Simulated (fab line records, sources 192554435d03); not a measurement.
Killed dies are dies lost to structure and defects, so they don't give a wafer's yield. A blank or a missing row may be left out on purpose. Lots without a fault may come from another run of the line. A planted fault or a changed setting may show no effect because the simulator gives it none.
A struck lot beside a sound one | flow n5_finfet | 38 steps out of a route of 1938
Sound: wafers L142.1, L142.3, L142.5. Struck: wafer L141.5. (L141.1, L141.2 of the same lot were not struck and are left out.) The cause comes at the end.
At each step with rows: each side's tool, then ch and its chambers, then its first start. Under that, the readings that differ: sound wafers | struck wafers | difference of the means | sigmas: that difference in standard deviations of wafers without a fault.
alike: readings whose means differ by less than 2 such deviations, and words and numbers that are the same on both sides. not compared: withheld readings, readings that some wafer has no value for, bounds like >300 that may hide the same value, and numbers for which the record gives no deviation and whose values overlap.
The two part at a step that has a row with sigmas, a row that says differs or no value, or rows on one side only. Numbers that don't overlap but have no deviation are shown without sigmas and don't part them. A reading that every wafer of one side lacks parts them only if that side has two wafers or more.

first, 9 steps without rows for these wafers: N5_BEOL_M4_COAT_05 (resist thk 30 nm); N5_BEOL_M4_EBR_07; N5_BEOL_M4_SOFTBAKE_06 (time 60 s); N5_BEOL_M4_EXPOSE_08 (exposes mask M4); N5_BEOL_M4_PEB_09 (peb time 60 s); N5_BEOL_M4_DEVELOP_10 (develop time 30 s); N5_BEOL_M4_DESCUM_16 (chemistry O2, time 7 s); N5_BEOL_M4_ETCH_74 (etches underlayer in N2/H2, target depth 6.5 nm, time 5.2 s); N5_BEOL_M4_ETCH_63 (etches SiARC in CF4, target depth 15.6 nm, time 26 s).
N5_BEOL_M4_ETCH_64: etches SOC in N2/H2, target depth 75 nm, overetch 22.5 nm, time 121.9 s.
  sound on rie_diel-01 ch 1,3, day 11 12:14; struck on rie_diel-06 ch 2, day 10 15:40
  reading                                    | sound       | struck | difference | sigmas
  model.SiARC_of_BEOL_M4_COAT_62.thk_nm (nm) | 6 6 6       | 3.6    | -2.4       |
  model.BEOL_M4.cd_offset_nm (nm)            | -0.6 0 -0.6 | 1.4    | +1.8       |
  alike: chamber_pressure_mTorr, drypump_motor_current_A, oes_product_au, rf_vpp_V, showerhead_plenum_p_Torr, throttle_valve_pct
  not compared: rf_hours_counter_h
then, 3 steps without rows for these wafers: N5_BEOL_M4_STRIP_65 (strips in N2/H2); N5_BEOL_M4_STRIP_75 (strips in N2/H2); N5_BEOL_M4_STRIP_66 (strips in CF4).
N5_BEOL_M4_HM_OPEN_17: chemistry Cl2/BCl3, target TiN, target depth 20 nm, overetch 6 nm.
  sound on rie_metal-01 ch 0,1, day 11 12:25; struck on rie_metal-03 ch 1, day 10 15:51
  reading                         | sound       | struck | difference | sigmas
  model.BEOL_M4.cd_offset_nm (nm) | -0.6 0 -0.4 | 1.6    | +1.9       |
  alike: chamber_pressure_mTorr, drypump_motor_current_A, oes_product_au, throttle_valve_pct
  not compared: rf_hours_counter_h
then, 21 steps without rows for these wafers: N5_BEOL_M4_STRIP_19 (strips in O2); N5_BEOL_M4_COAT_67 (time 60 s, resist thk 60 nm); N5_BEOL_M4_COAT_68 (time 60 s, resist thk 12 nm); N5_BEOL_M4_COAT_76 (time 60 s, resist thk 5 nm); N5_BEOL_M4_COAT_22 (resist thk 30 nm); N5_BEOL_M4_EBR_24; N5_BEOL_M4_SOFTBAKE_23 (time 60 s); N5_BEOL_M4_EXPOSE_25 (exposes mask V3, defocus 5 nm); N5_BEOL_M4_PEB_26 (peb time 60 s); N5_BEOL_M4_DEVELOP_27 (develop time 30 s); N5_BEOL_M4_DESCUM_33 (chemistry O2, time 7 s); N5_BEOL_M4_ETCH_77 (etches underlayer in N2/H2, target depth 6.5 nm, time 5.2 s); N5_BEOL_M4_ETCH_69 (etches SiARC in CF4, target depth 15.6 nm, time 26 s); N5_BEOL_M4_ALD_98 (deposits SiO2, target thk 2.5 nm, pulse time 1 s, co reactant pulse time 1 s); N5_BEOL_M4_ETCHBACK_99 (etches SiO2 in CHF3, target depth 5 nm, time 10.4 s); N5_BEOL_M4_ETCH_70 (etches SOC in N2/H2, target depth 80 nm, overetch 24 nm, time 130 s); N5_BEOL_M4_STRIP_71 (strips in N2/H2); N5_BEOL_M4_STRIP_78 (strips in N2/H2); N5_BEOL_M4_VIA_ETCH_34 (etches the open film in C4F6/O2, target depth 69.4 nm, time 65.9 s); N5_BEOL_M4_STRIP_83 (strips in C4F6/O2); N5_BEOL_M4_STRIP_36 (strips in N2/H2).
N5_BEOL_M4_CD_MEAS_35: target cd 18 nm, target cd y 22.4 nm.
  sound on cd_sem-03, day 11 18:28; struck on cd_sem-02, day 11 05:29
  reading    | sound          | struck | difference | sigmas
  cd_nm (nm) | 17.5 17.8 17.3 | 19.5   | +2.0       | +5
N5_BEOL_M4_RC_MEAS_101:
  sound on prober-01 ch 0, day 11 23:21; struck on prober-02 ch 0, day 11 09:22
  reading       | sound          | struck | difference | sigmas
  DIBL_N (mV/V) | 38.0 39.4 36.7 | 32.4   | -5.6       | -2
  DIBL_P (mV/V) | 41 42 39       | 32     | -9         | -3
  alike: IOFF_N, IOFF_P, ION_N, ION_P, SS_N, SS_P, VT_N, VT_P
-- the record jumps here: 5 days lie between the struck wafers' starts before and after (it left off in module BEOL_M4 and takes up again in module PASSIVATION, whose first step shown is number 1936 of the route) --
N5_PASSIVATION_PROBE_49:
  sound on prober-01, day 16 09:08; struck on prober-01, day 15 21:37
  alike: defect_limited_yield, killed_at_M0_to_M3, killed_at_M4_up, killed_at_contacts, killed_at_front_end, killed_at_other, killed_dies, killed_open, killed_short, sort_bin_5_function, sort_bin_6_memory, sort_bin_8_speed, sort_n_pass, sort_yield_pct

WHERE THEY PART
First at N5_BEOL_M4_CD_MEAS_35; last, within this record, at N5_BEOL_M4_RC_MEAS_101. Later steps at which nothing parts them and some readings are alike: N5_PASSIVATION_PROBE_49.

WHY: what the simulator had put in
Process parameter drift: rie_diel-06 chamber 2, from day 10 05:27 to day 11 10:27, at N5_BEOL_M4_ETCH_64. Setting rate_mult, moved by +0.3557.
